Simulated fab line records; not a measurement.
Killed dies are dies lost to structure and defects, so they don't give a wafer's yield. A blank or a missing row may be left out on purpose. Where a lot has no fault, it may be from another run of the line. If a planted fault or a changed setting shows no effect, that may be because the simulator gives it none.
Chamber matching | flow n5 finfet | 3 sister chambers for N5_BEOL_M6_ETCH_66 on rie diel-01
The step etches SOC in N2/H2, target depth 80 nm, overetch 16 nm, time 120 s. 3 wafers are shown with their chamber, then 5 later ones without.

## WAFERS WITH THEIR CHAMBER
wafer  | chamber | throttle valve pct (%)
L089.5 | 0       | 17.81
L088.1 | 2       | 17.90
L088.2 | 1       | 17.52

## WAFERS WITH NO CHAMBER GIVEN
wafer  | throttle valve pct (%)
L088.3 | 17.83
L093.1 | 17.92
L093.2 | 17.53
L093.5 | 17.53
L094.5 | 17.85

## EACH ONE'S CHAMBER
wafer  | from the rows above     | in truth
L088.3 | 0                       | 0
L093.1 | 2                       | 2
L093.2 | 1                       | 1
L093.5 | 1                       | 1
L094.5 | can't be placed: 0 or 2 | 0
4 of 5 placed correctly. Not placeable from these rows: 1 (in 1, the candidates include the true chamber). Number placed wrongly: 0.
How it was worked out, from the rows above alone: a wafer's distance from a chamber is the root of the sum, over the readings, of the square of ((its reading less the chamber's mean) divided by the reading's scatter). If the next closest chamber is less than 2 further off than the closest, the wafer can't be placed; otherwise it belongs to the closest. Each chamber's mean is taken over the wafers shown for it. The scatter (one wafer shown for each chamber): square how far every hidden wafer sits from the nearest shown wafer, average those squares and take the square root.
